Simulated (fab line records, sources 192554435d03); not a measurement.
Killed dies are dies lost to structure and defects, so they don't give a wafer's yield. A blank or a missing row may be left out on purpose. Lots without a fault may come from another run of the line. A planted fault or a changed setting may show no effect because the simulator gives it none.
fab line records | flow n5_finfet
record lots=5 wafers=13 last_day=17
route steps=1938 shown PMOS_HMC_CHANNEL_EPI@62 PASSIVATION@1936
lots that met no fault: from a run of the same line without faults
start_h: hours from the record's first day to the start of the lot's first wafer shown | wait_h: hours since the lot's step before | " the same as in the row above | L1.1+2: a row that stands for several wafers | - no value, or no start given | * or withheld: withheld | < > ~ a bound
route shown NAME@n: a module of which the file shows steps, and the number in the route of the first | usual: mean/standard deviation of fault-free wafers | same: alike in all rows | chamber/n: place in a boat | sites: the reading at each site | _std_site: their standard deviation | _edge_site: outer sites' mean less inner sites' | radius_mm: how far each site lies from the wafer's centre | mask NAME#n: copy n | behind: the tool/chamber that last shaped the wafer | hold: why the lot was held/for how many hours/how that ended | device: the transistor (n, p or np) that didn't switch | end of line: the same wafers' tests at the end of the route | a step without rows: its recipe alone | killed: dies lost to structure and defects at the first sort, not the wafer's yield | map: a wafer's dies, x killed, . not, _ none there
set.NAME: the setting as run; set.NAME@STEP: as run at that earlier step | model.NAME: the simulator's own value behind a step, which no gauge read
lots at some steps of the route; a table a step, a row a wafer
services: from which hour (start_h, from the record's first day; less than 0 if before it) a tool's chamber was out of use, for how many hours, and why
## steps
# step N5_PMOS_HMC_CHANNEL_EPI_EXPOSE_06
# recipe mask_id=PMOS_HMC_BLK na=1.35 source_shape=conventional sigma_outer=0.8 polarization=unpolarized target_cd_nm=240 dose_mj=41
# step N5_PMOS_HMC_CHANNEL_EPI_PEB_07
# recipe peb_temp_c=110 peb_time_s=60 resist=CAR-ArF-block
# step N5_PMOS_HMC_CHANNEL_EPI_DEVELOP_08
# recipe develop_time_s=30 developer=TMAH resist=CAR-ArF-block dev_temp_c=23 rinse_liquid=diw dry=air_spin
# step N5_PMOS_HMC_CHANNEL_EPI_CD_MEAS_09
# recipe target_cd_nm=237.4 landing_energy_ev=500 detector=se_inlens
# usual cd_nm=236.7/1.4
# columns lot.wafer tool chamber start_h wait_h cd_nm
L982.1 cd_sem-03 0 35.08 - 234.0
L982.2 " 0 " " 234.5
L986.3 cd_sem-03 0 60.12 - 235.0
L986.5 " 0 " " 235.5
L993.2 cd_sem-03 0 101.49 - 234.8
L993.3 " 0 " " 236.2
L993.6 " 0 " " 236.6
L994.4 cd_sem-02 0 107.46 - 237.2
L994.5 " 0 " " 237.2
L994.6 " 0 " " 237.3
L102.1 cd_sem-02 0 159.13 - 237.9
L102.3 " 0 " " 239.0
L102.5 " 0 " " 237.6
# step N5_PMOS_HMC_CHANNEL_EPI_OVL_MEAS_10
# recipe points_per_wafer=44
# usual PMOS_HMC_BLK_OVL=0.4/0.69
# same points_per_wafer=44
# columns lot.wafer tool chamber start_h wait_h PMOS_HMC_BLK_OVL[nm]
L982.1 overlay-02 0 35.11 0.0 0.5
L982.2 " 0 " " -0.1
L986.3 overlay-01 0 60.14 0.0 1.4
L986.5 " 0 " " 0.7
L993.2 overlay-01 0 101.51 0.0 0.0
L993.3 " 0 " " 0.9
L993.6 " 0 " " 0.9
L994.4 overlay-01 0 107.49 0.0 0.3
L994.5 " 0 " " 0.6
L994.6 " 0 " " 0.5
L102.1 overlay-01 0 159.16 0.0 -0.6
L102.3 " 0 " " 0.8
L102.5 " 0 " " 0.0
# step N5_PMOS_HMC_CHANNEL_EPI_INSPECT_11
# recipe mode=adi inspect_instrument=macro
# usual raw_defect_count=2.2/1.4
# columns lot.wafer tool chamber start_h wait_h raw_defect_count
L982.1 defect_inspect-02 - 35.13 0.0 1
L982.2 " - " " 0
L986.3 defect_inspect-01 - 60.17 0.0 4
L986.5 " - " " 0
L993.2 defect_inspect-02 - 101.54 0.0 2
L993.3 " - " " 1
L993.6 " - " " 0
L994.4 defect_inspect-02 - 107.51 0.0 4
L994.5 " - " " 1
L994.6 " - " " 3
L102.1 defect_inspect-02 - 159.18 0.0 2
L102.3 " - " " 3
L102.5 " - " " 3
# step N5_PMOS_HMC_CHANNEL_EPI_DESCUM_14
# recipe chemistry=O2 time_s=7.9 source_power_w=50 bias_power_w=20 pressure_mtorr=20 rf_frequency_hz=2.712e+07 temp_c=40 resist=CAR-ArF-block o2_flow_sccm=225
# usual drypump_motor_current_A=5.5/0.54 oes_product_au=0.79/0.087 rf_vpp_V=243.1/1.6 showerhead_plenum_p_Torr=2.08/0.08 throttle_valve_pct=20.52/0.22
# columns lot.wafer tool chamber start_h wait_h drypump_motor_current_A oes_product_au rf_hours_counter_h rf_vpp_V showerhead_plenum_p_Torr throttle_valve_pct
L982.1 rie_diel-06 0 35.17 0.0 6.3 0.74 177 240.8 1.98 20.72
L982.2 " 2 " " 4.7 0.73 185 242.8 2.08 20.70
L986.3 rie_diel-02 1 60.34 0.2 5.5 0.73 194 242.4 2.09 20.90
L986.5 " 1 " " 5.4 0.74 - 242.6 2.09 20.91
L993.2 rie_diel-02 1 101.57 0.0 5.4 0.73 206 243.3 2.08 20.93
L993.3 " 3 " " 6.0 0.68 232 245.3 2.14 20.44
L993.6 " 3 " " 6.0 0.68 - 243.8 2.14 20.45
L994.4 rie_diel-02 2 107.55 0.0 5.7 0.89 52 243.0 2.04 20.39
L994.5 " 2 " " 5.6 0.89 - 241.3 2.04 20.39
L994.6 " 3 " " 6.0 0.68 - 244.6 2.14 20.48
L102.1 rie_diel-03 2 159.38 0.2 5.3 0.89 36 244.8 2.05 20.55
L102.3 " 0 " " 6.0 0.68 205 243.8 2.18 20.42
L102.5 " 2 " " 5.3 0.88 - 244.4 2.05 20.55
# step N5_PMOS_HMC_CHANNEL_EPI_ETCH_32
# recipe chemistry=N2/H2 target=BARC stop_on=SiO2 target_depth_a=858 over_etch_frac=0.3 time_s=50.3 ion_energy_ev=200 mask_material=CAR-ArF-block pressure_mtorr=30 source_w=840 bias_w=150 n2_flow_sccm=200 h2_flow_sccm=200
# usual drypump_motor_current_A=5.5/0.54 oes_product_au=0.67/0.065 rf_vpp_V=523.5/2.7 showerhead_plenum_p_Torr=2.53/0.096 throttle_valve_pct=17.94/0.28
# columns lot.wafer tool chamber start_h wait_h drypump_motor_current_A oes_product_au rf_hours_counter_h rf_vpp_V showerhead_plenum_p_Torr throttle_valve_pct
L982.1 rie_diel-06 0 35.20 0.0 6.2 0.63 177 522.4 2.44 18.32
L982.2 " 2 " " 4.8 0.63 185 522.9 2.53 18.16
L986.3 rie_diel-02 1 60.37 0.0 5.5 0.62 194 524.2 2.51 18.17
L986.5 " 1 " " 5.5 0.62 - 522.7 2.51 18.17
L993.2 rie_diel-02 1 101.61 0.0 5.5 0.61 206 522.0 2.50 18.19
L993.3 " 3 " " 6.0 0.60 232 526.9 2.63 17.99
L993.6 " 3 " " 6.0 0.60 - 525.6 2.63 17.99
L994.4 rie_diel-02 2 107.58 0.0 5.6 0.75 52 522.9 2.46 17.75
L994.5 " 2 " " 5.7 0.75 - 522.5 2.46 17.77
L994.6 " 3 " " 6.0 0.60 - 526.0 2.63 17.99
L102.1 rie_diel-03 2 159.41 0.0 5.2 0.74 36 522.1 2.48 17.81
L102.3 " 0 " " 6.0 0.60 205 526.5 2.63 17.78
L102.5 " 2 " " 5.3 0.74 - 523.3 2.48 17.82
# step N5_PMOS_HMC_CHANNEL_EPI_HM_OPEN_15
# recipe chemistry=CHF3/O2 target=SiO2 mask_material=CAR-ArF-block target_depth_a=406 CHF3_flow_sccm=50 O2_flow_sccm=5 Ar_flow_sccm=200 time_s=20.3 pressure_mtorr=30 source_w=650 bias_w=170 ion_energy_ev=200
# usual CHF3_flow_sccm=50.00/0.13 drypump_motor_current_A=5.5/0.54 oes_product_au=0.78/0.087 rf_vpp_V=516/11 showerhead_plenum_p_Torr=2.40/0.097 throttle_valve_pct=19.00/0.22
# columns lot.wafer tool chamber start_h wait_h CHF3_flow_sccm drypump_motor_current_A oes_product_au rf_hours_counter_h rf_vpp_V showerhead_plenum_p_Torr throttle_valve_pct
L982.1 rie_diel-06 0 35.25 0.0 49.83 6.2 0.74 177 531 2.29 19.23
L982.2 " 2 " " 49.88 4.7 0.71 185 512 2.41 19.22
L986.3 rie_diel-02 1 60.41 0.0 50.02 5.4 0.72 194 501 2.40 19.33
L986.5 " 1 " " 50.24 5.4 0.72 - 502 2.40 19.32
L993.2 rie_diel-02 1 101.65 0.0 50.21 5.4 0.71 206 503 2.39 19.35
L993.3 " 3 " " 50.04 6.0 0.68 232 533 2.50 19.12
L993.6 " 3 " " 50.06 6.0 0.67 - 534 2.50 19.11
L994.4 rie_diel-02 2 107.62 0.0 49.89 5.6 0.88 52 504 2.34 18.75
L994.5 " 2 " " 49.75 5.7 0.88 - 505 2.34 18.75
L994.6 " 3 " " 49.97 6.0 0.67 - 532 2.50 19.10
L102.1 rie_diel-03 2 159.46 0.0 50.11 5.3 0.86 36 523 2.36 18.99
L102.3 " 0 " " 50.09 6.0 0.68 205 509 2.49 18.84
L102.5 " 2 " " 50.17 5.3 0.86 - 522 2.36 18.99
# step N5_PMOS_HMC_CHANNEL_EPI_STRIP_33
# recipe chemistry=N2/H2 power_w=500 temp_c=40 pressure_mtorr=50 rf_frequency_hz=6e+07 overash_fraction=0.3 bias_power_w=8 h2_frac=0.5 n2_flow_sccm=300 h2_flow_sccm=300
# usual drypump_motor_current_A=5.5/0.54 oes_product_au=0.79/0.087 rf_vpp_V=54.1/1.7 showerhead_plenum_p_Torr=3.34/0.12 throttle_valve_pct=18.9/0.41
# columns lot.wafer tool chamber start_h wait_h drypump_motor_current_A oes_product_au rf_hours_counter_h rf_vpp_V showerhead_plenum_p_Torr throttle_valve_pct
L982.1 rie_diel-06 0 35.30 0.0 6.2 0.75 177 52.9 3.23 19.4
L982.2 " 2 " " 4.7 0.73 185 53.1 3.34 19.2
L986.3 rie_diel-02 1 60.47 0.0 5.5 0.74 194 54.5 3.32 19.2
L986.5 " 1 " " 5.5 0.74 - 55.7 3.32 19.2
L993.2 rie_diel-02 1 101.70 0.0 5.5 0.73 206 54.8 3.31 19.2
L993.3 " 3 " " 6.0 0.68 232 52.7 3.47 18.7
L993.6 " 3 " " 6.0 0.68 - 52.2 3.47 18.7
L994.4 rie_diel-02 2 107.68 0.0 5.7 0.87 52 53.5 3.25 19.0
L994.5 " 2 " " 5.7 0.88 - 55.6 3.26 19.0
L994.6 " 3 " " 6.0 0.68 - 58.1 3.47 18.7
L102.1 rie_diel-03 2 159.51 0.0 5.3 0.87 36 52.8 3.28 18.7
L102.3 " 0 " " 6.0 0.68 205 55.9 3.47 18.7
L102.5 " 2 " " 5.3 0.87 - 51.7 3.28 18.6
# step N5_PMOS_HMC_CHANNEL_EPI_STRIP_17
# recipe chemistry=SPM time_s=750 temp_c=130 h2so4_h2o2_vol_ratio=4 dry=ipa_marangoni
# step N5_PMOS_HMC_CHANNEL_EPI_ETCH_38
# recipe chemistry=CF4 target=SiO2 target_depth_a=15 ion_energy_ev=350 pressure_mtorr=10 icp_w=800 bias_w=400 cf4_flow_sccm=80
# usual drypump_motor_current_A=5.7/0.44 oes_product_au=1.003/0.025 throttle_valve_pct=21.90/0.22
# columns lot.wafer tool chamber start_h wait_h drypump_motor_current_A oes_product_au rf_hours_counter_h throttle_valve_pct
L982.1 rie_si-03 2 35.61 0.0 5.2 0.999 164 21.62
L982.2 " 3 " " 5.6 0.995 199 22.02
L986.3 rie_si-06 0 60.77 0.0 6.2 1.003 141 21.78
L986.5 " 0 " " 6.2 1.008 - 21.79
L993.2 rie_si-06 1 102.01 0.0 6.2 1.016 72 22.01
L993.3 " 3 " " 5.0 1.030 85 22.20
L993.6 " 1 " " 6.1 1.016 - 22.01
L994.4 rie_si-03 2 107.98 0.0 5.3 1.003 166 21.63
L994.5 " 2 " " 5.2 0.984 - 21.61
L994.6 " 1 " " 5.5 0.977 - 21.54
L102.1 rie_si-02 3 159.81 0.0 5.8 0.940 46 21.60
L102.3 " 1 " " 5.2 0.978 86 21.77
L102.5 " 1 " " 5.2 0.987 - 21.77
# step N5_PMOS_HMC_CHANNEL_EPI_FIN_RECESS_16
# recipe chemistry=HBr/Cl2 target=Si mask_material=SiO2 target_depth_a=540 time_s=18 pressure_mtorr=10 icp_w=800 bias_w=75 HBr_flow_sccm=150 Cl2_flow_sccm=80
# usual drypump_motor_current_A=5.7/0.44 oes_product_au=1.001/0.022 throttle_valve_pct=35.6/0.39
# columns lot.wafer tool chamber start_h wait_h drypump_motor_current_A oes_product_au rf_hours_counter_h throttle_valve_pct model.etch.depth_nm model.PMOS_HMC_CHANNEL_EPI.feature_depth_nm
L982.1 rie_si-03 2 35.63 0.0 5.2 1.005 164 35.0 52.66 52.66
L982.2 " 3 " " 5.6 1.003 199 35.8 55.6 55.6
L986.3 rie_si-06 0 60.79 0.0 6.2 1.002 141 35.6 55.66 55.66
L986.5 " 0 " " 6.2 1.009 - 35.6 56.07 56.07
L993.2 rie_si-06 1 102.03 0.0 6.1 1.015 72 36.1 55.75 55.75
L993.3 " 3 " " 4.9 1.036 85 35.9 54.74 54.74
L993.6 " 1 " " 6.1 1.022 - 36.1 55.66 55.66
L994.4 rie_si-03 2 108.00 0.0 5.2 0.989 166 35.0 51.93 51.93
L994.5 " 2 " " 5.2 0.991 - 35.0 57.46 57.46
L994.6 " 1 " " 5.5 0.964 - 35.1 52.61 52.61
L102.1 rie_si-02 3 159.83 0.0 5.8 0.964 46 34.8 52.34 52.34
L102.3 " 1 " " 5.2 0.994 86 35.6 54.67 54.67
L102.5 " 1 " " 5.2 0.976 - 35.6 53.83 53.83
# step N5_PMOS_HMC_CHANNEL_EPI_PRECLEAN_36
# recipe chemistry=O3/DIW time_s=45 temp_c=22 o3_ppm=10
# step N5_PASSIVATION_PROBE_49
# usual killed_at_M0_to_M3=32/9.3 killed_at_M4_up=14/4.9 killed_at_contacts=15/7.5 killed_at_front_end=40/11 killed_at_other=4/3.3 killed_dies=104/17 killed_open=68/14 killed_short=33/7.9
# same gross_dies=1180 killed_at_back_side=0
# columns lot.wafer tool chamber start_h wait_h killed_at_M0_to_M3 killed_at_M4_up killed_at_contacts killed_at_front_end killed_at_other killed_dies killed_open killed_short
L993.2 prober-01 - 356.37 0.1 52 13 15 48 2 130 97 32
L993.3 prober-01 - 356.42 0.1 28 12 6 46 2 94 57 36
L993.6 prober-01 - 356.57 0.3 58 17 7 34 5 121 75 43
# killed by level:class
L993.2 BEOL_M1:geometric_particle:open=15 STI_FIN_REVEAL:geometric_particle:open=13 MOL_CONTACT_COAG:geometric_particle:open=12 BEOL_M0_SAQP:geometric_particle:short=11 BEOL_M4:geometric_particle:open=10 BEOL_M0_SAQP:geometric_particle:open=8 BEOL_M3:geometric_particle:open=6 DUMMY_GATE:geometric_particle:open=6
L993.3 STI_FIN_REVEAL:geometric_particle:open=17 BEOL_M1:geometric_particle:open=7 BEOL_M0_SAQP:geometric_particle:short=6 FIN_SAQP:geometric_particle:open=5 STI_FIN_REVEAL:geometric_particle:short=5 MOL_CONTACT_COAG:geometric_particle:open=5 BEOL_M0_SAQP:geometric_particle:open=5 ILD0:geometric_particle:short=4
L993.6 BEOL_M0_SAQP:geometric_particle:short=15 BEOL_M1:geometric_particle:open=11 BEOL_M0_SAQP:geometric_particle:open=10 BEOL_M4:geometric_particle:open=10 BEOL_M3:geometric_particle:open=8 FIN_SAQP:geometric_particle:short=7 STI_FIN_REVEAL:geometric_particle:open=7 FIN_SAQP:geometric_particle:open=5
## services
# columns tool chamber start_h hours kind
rie_diel-03 2 20.22 - clean
rie_diel-03 2 20.22 - consumable_replace:focus_ring
rie_diel-03 2 20.22 17.6 scheduled_down
rie_diel-03 2 20.22 17.6 vent_cycle
rie_si-02 0 44.16 3.5 repair
rie_diel-03 - 48.55 2.8 pm
rie_diel-03 - 51.49 0.5 repair
rie_diel-03 1 68.41 - clean
rie_diel-03 1 68.41 - consumable_replace:focus_ring
rie_diel-03 1 68.41 - consumable_replace:showerhead
rie_diel-03 1 68.41 23.2 scheduled_down
rie_diel-03 1 68.41 23.2 vent_cycle
rie_diel-06 1 70.09 4.3 repair
rie_si-03 3 78.49 - clean
rie_si-03 3 78.49 20.6 scheduled_down
rie_si-03 3 78.49 20.6 vent_cycle
rie_diel-06 - 98.98 0.4 repair
rie_diel-03 0 115.96 8.9 repair
rie_si-03 - 126.25 0.8 repair
rie_diel-02 3 159.07 - clean
rie_diel-02 3 159.07 - consumable_replace:focus_ring
rie_diel-02 3 159.07 16.3 scheduled_down
rie_diel-02 3 159.07 16.3 vent_cycle
## key
first_sign none at tools or gauges
model_effect step=N5_PMOS_HMC_CHANNEL_EPI_FIN_RECESS_16 value=etch.depth_nm without=51.91 struck=57.46
met_at N5_PMOS_HMC_CHANNEL_EPI_FIN_RECESS_16
struck_wafers L994.5
tester_left_out L994
baseline_loss step=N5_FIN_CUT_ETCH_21 wafers=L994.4
baseline_loss step=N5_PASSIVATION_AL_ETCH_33 wafers=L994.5
onset_between 35.63 108.00
fault kind=process_parameter_drift tool=rie_si-03 chamber=- onset_h=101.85 steps=N5_PMOS_HMC_CHANNEL_EPI_FIN_RECESS_16 channel=time_s offset=* shape=step end_h=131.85 scope=struck_wafers_only acts_in=* stated=*
# tester_left_out: of these lots the tester's yield and bins aren't shown, on N5 and GAA mostly nor the transistor test; their killed dies are dies lost to structure and defects alone, not to doping, threshold or leakage, so they don't give the yield
# baseline_loss: these wafers lose ten dies or more at that step, a loss of the line's own and not of a fault; the sort's usual values leave them out
